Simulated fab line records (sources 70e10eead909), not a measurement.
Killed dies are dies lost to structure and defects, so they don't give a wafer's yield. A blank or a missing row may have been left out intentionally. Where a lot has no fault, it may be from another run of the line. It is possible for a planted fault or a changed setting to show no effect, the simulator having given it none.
The same fault as seen by 3 desks | flow nand_harc | every desk sees just its own numbers, and what lay behind them comes last

## THE TOOL OWNER'S DESK: acl_dep-03
The tool's own readings at NHARC_P_GATE_HM_DEP_102 (deposits aC, target thk 120 nm): means of the sampled wafers that have a number, for each lot that ran on this tool. If a lot's mean is further than 4 standard deviations from the usual mean, the lot is out of limits and carries the mark OUT (the distance appears in the brackets).
Columns: A = susceptor_temp_C at NHARC_P_GATE_HM_DEP_102, usual 400.05 C; B = throttle_valve_pct at NHARC_P_GATE_HM_DEP_102, usual 35.000 %
lot  | first seen here | A      | B
L910 | day 8 18:07     | 400.07 | 35.001
This desk's finding: nothing out of limits on the one lot.

## FROM THE METROLOGY DESK
What the gauges read, lot by lot, whatever tool the lot ran on: means of the sampled wafers that have a number. If a lot's mean is further than 4 standard deviations from the usual mean, the lot is out of limits and carries the mark OUT (the distance appears in the brackets).
Columns: A = cd_nm at NHARC_P_GATE_CD_MEAS_11, usual 1641.0 nm; B = cd_nm at NHARC_P_GATE_CD_MEAS_26, usual 119.7 nm; C = overlay_x_nm at NHARC_P_GATE_OVL_MEAS_27, usual 0.1 nm; D = overlay_y_nm at NHARC_P_GATE_OVL_MEAS_27, usual 0.3 nm; E = cd_nm at NHARC_P_GATE_CD_MEAS_33, usual 121 nm
lot  | first seen here | A      | B     | C    | D    | E
L898 | day 5 11:19     | 1640.4 | 119.6 | -0.5 | -0.6 | 119
L901 | day 6 04:20     | 1642.0 | 120.9 | 0.2  | 1.0  | 121
L910 | day 8 06:11     | 1641.8 | 119.9 | -1.2 | 1.7  | 121
L912 | day 8 22:19     | 1643.0 | 119.8 | 0.6  | -0.0 | -
L913 | day 8 22:21     | 1641.3 | 118.5 | 0.1  | -0.5 | -
L915 | day 9 19:07     | 1639.4 | 119.5 | -0.5 | -0.4 | 121
This desk found nothing out of limits on any of the 6 lots.

## THE DEFECT DESK
Counts from the inspections along the route, per lot, as means over the sampled wafers that have a number. If a lot's mean is further than 4 standard deviations from the usual mean, the lot is out of limits and carries the mark OUT (the distance appears in the brackets).
Columns: A = raw_defect_count at NHARC_P_GATE_INSPECT_28, usual 7; B = raw_defect_count at NHARC_P_GATE_INSPECT_68, usual 206
lot  | first seen here | A  | B
L898 | day 6 06:43     | 6  | 201
L901 | day 6 19:06     | 10 | 292
L910 | day 8 19:27     | 5  | 210
L913 | day 9 12:05     | 10 | 3486 (+47) OUT
L912 | day 9 12:49     | 5  | 3566 (+48) OUT
L915 | day 10 13:22    | 9  | 248
Finding of this desk: L912, L913 out of limits; the first was L913 at day 10 07:00, on raw_defect_count at NHARC_P_GATE_INSPECT_68. Within limits: L898, L901, L910, L915.

## ALL TOGETHER
The defect desk could have raised an alarm at day 10 07:00, on L912, L913.
The tool owner's desk saw nothing out of limits.
Metrology desk: nothing out of limits seen.
The tool owner's desk has no number on record for L912, L913.
The metrology desk holds a record of L912, L913, inside its limits.
On acl_dep-03, each named lot ran NHARC_P_GATE_HM_DEP_102.

## WHAT WAS PUT IN BY THE SIMULATOR
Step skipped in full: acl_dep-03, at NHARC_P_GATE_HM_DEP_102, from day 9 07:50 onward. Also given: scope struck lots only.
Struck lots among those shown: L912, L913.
Hours from the fault's start to each desk's first reading out of limits: the defect desk, 23.
